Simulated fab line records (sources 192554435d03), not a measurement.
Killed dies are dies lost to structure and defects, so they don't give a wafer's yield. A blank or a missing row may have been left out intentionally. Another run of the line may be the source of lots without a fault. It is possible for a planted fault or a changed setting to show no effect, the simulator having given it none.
A single fault, viewed from 2 desks :: flow n5-finfet :: only its own numbers are on each desk; what lay behind them is given at the end

## THE METROLOGY DESK
Means of the sampled wafers that have a number, per lot and without regard to the tool the lot ran on: this is what the gauges read. If a lot's mean is further than 4 standard deviations from the usual mean, the lot is out of limits and carries the mark OUT (the distance appears in the brackets).
Columns: A = M14_THK at N5_BEOL_M14_THK_MEAS_50, usual 552 nm
lot: L202
first seen here: day 11 22:15
A: 548

lot: L201
first seen here: day 12 00:43
A: 560

lot: L203
first seen here: day 12 06:41
A: 550

lot: L208
first seen here: day 13 04:57
A: 545

lot: L212
first seen here: day 14 09:42
A: 544

lot: L219
first seen here: day 15 12:11
A: 555

lot: L220
first seen here: day 16 14:23
A: 547

lot: L221
first seen here: day 16 23:36
A: 541

lot: L222
first seen here: day 17 02:08
A: 560

lot: L223
first seen here: day 17 11:22
A: 547

lot: L224
first seen here: day 17 15:29
A: 549
This desk found nothing out of limits on any of the 11 lots.

## THE TOOL OWNER'S DESK: pvd-sputter-01
The tool's own readings at N5_BEOL_M14_SPUTTER_43 (material TaN, target thk 15 nm, time 24.19 s): means of the sampled wafers that have a number, for each lot that ran on this tool. If a lot's mean is further than 4 standard deviations from the usual mean, the lot is out of limits and carries the mark OUT (the distance appears in the brackets).
Columns: A = cathode-dc-power-W at N5_BEOL_M14_SPUTTER_43, usual 15000 W; B = throttle-valve-pct at N5_BEOL_M14_SPUTTER_43, usual 29.6 %
lot: L202
first seen here: day 11 21:11
A: 15001
B: 28.8

lot: L201
first seen here: day 11 23:39
A: 15000
B: 29.5

lot: L208
first seen here: day 13 03:53
A: 14149 (-99 or more) OUT
B: 29.0

lot: L212
first seen here: day 14 08:39
A: 14146 (-99 or more) OUT
B: 29.4

lot: L221
first seen here: day 16 22:32
A: 15000
B: 28.7

lot: L222
first seen here: day 17 01:05
A: 15001
B: 29.2

lot: L223
first seen here: day 17 09:44
A: 15000
B: 29.6

lot: L224
first seen here: day 17 14:25
A: 14999
B: 28.9
This desk finds L208, L212 out of limits, L208 being first, at day 13 03:53 (cathode-dc-power-W at N5_BEOL_M14_SPUTTER_43). L202, L201, L221, L222, L223, L224 stayed within limits.

## BROUGHT TOGETHER
An alarm could have come from the tool owner's desk at day 13 03:53, on L208, L212.
The metrology desk saw nothing out of limits.
The metrology desk has L208, L212 on record, within its limits.
Of the lots named, all ran N5_BEOL_M14_SPUTTER_43 on pvd-sputter-01.

## WHAT HAD BEEN PUT IN BY THE SIMULATOR
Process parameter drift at N5_BEOL_M14_SPUTTER_43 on pvd-sputter-01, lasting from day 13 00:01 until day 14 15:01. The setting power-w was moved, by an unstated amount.
Struck lots among those shown: L208, L212.
Time in hours from fault onset to the first out-of-limits reading at each desk: the tool owner's desk, 4.
